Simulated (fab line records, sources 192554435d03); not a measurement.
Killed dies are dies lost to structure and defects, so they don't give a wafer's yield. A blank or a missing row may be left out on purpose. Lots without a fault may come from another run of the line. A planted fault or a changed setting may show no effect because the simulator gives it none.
Which tool did it? | flow n5_finfet | 12 lots, 36 wafers sampled, at 3 steps of a route of 1938

WHAT THE GAUGES READ, wafer by wafer
N5_BEOL_M5_INSPECT_13: inspects for defects (brightfield).
lot  | measured     | on                | raw_defect_count
L075 | day 8 20:59  | defect_inspect-01 | 341 425 548
L077 | day 9 13:25  | defect_inspect-02 | 412 489 581
L079 | day 10 00:37 | defect_inspect-02 | 408 419 373
L081 | day 10 13:34 | defect_inspect-02 | 499 479 370
L082 | day 10 18:40 | defect_inspect-02 | 424 494 496
L085 | day 11 07:34 | defect_inspect-01 | 624 439 518
L088 | day 12 07:26 | defect_inspect-01 | 496 352 450
L089 | day 12 15:50 | defect_inspect-01 | 508 447 458
L090 | day 12 18:31 | defect_inspect-02 | 537 335 389
L092 | day 13 21:41 | defect_inspect-02 | 547 459 314
L095 | day 14 04:09 | defect_inspect-01 | 372 414 735
L097 | day 15 03:05 | defect_inspect-02 | 263 352 384

WHICH TOOL RAN EACH LOT (tool, then ch and the chambers of the sampled wafers, then the start)
lot  | N5_BEOL_M4_ANNEAL_87         | N5_BEOL_M5_CURE_79
L075 | pvd_sputter-01, day 8 13:40  | uv_cure-03 ch 1, day 8 16:59
L077 | pvd_sputter-03, day 9 06:12  | uv_cure-02 ch 0, day 9 09:20
L079 | pvd_sputter-03, day 9 17:20  | uv_cure-03 ch 2, day 9 20:58
L081 | pvd_sputter-02, day 10 07:02 | uv_cure-01 ch 1, day 10 10:15
L082 | pvd_sputter-01, day 10 13:24 | uv_cure-02 ch 0, day 10 16:33
L085 | pvd_sputter-01, day 11 01:10 | uv_cure-01 ch 1, day 11 04:41
L088 | pvd_sputter-02, day 12 02:18 | uv_cure-03 ch 2, day 12 05:35
L089 | pvd_sputter-03, day 12 09:53 | uv_cure-02 ch 0, day 12 13:08
L090 | pvd_sputter-03, day 12 13:48 | uv_cure-02 ch 2, day 12 16:56
L092 | pvd_sputter-01, day 13 14:35 | uv_cure-03 ch 2, day 13 17:52
L095 | pvd_sputter-02, day 13 23:03 | uv_cure-03 ch 0, day 14 02:16
L097 | pvd_sputter-02, day 14 21:35 | uv_cure-02 ch 0, day 15 01:26
- N5_BEOL_M4_ANNEAL_87: time 240 s.
- N5_BEOL_M5_CURE_79: cures SiCOH lowk, time 240 s.

THE ANSWER, worked out from the rows above alone
Rule: what is usual is taken from the lots themselves. Put in order of their means at a reading, lots are off if they are a third of the lots or fewer, leave a main group of 4 or more, and stand apart from it by a gap of 3 or more times the standard deviation of the main group's means; of several such gaps the widest counts. A main group whose means are all the same, to the digits that the tables above print for the reading, isn't used. A lot without any number at a reading at which 4 lots or more have one is off too. The other lots that the step has rows for count as sound.
No lot is off at any reading shown: from this, nothing can be told.

WHAT THE SIMULATOR HAD PUT IN
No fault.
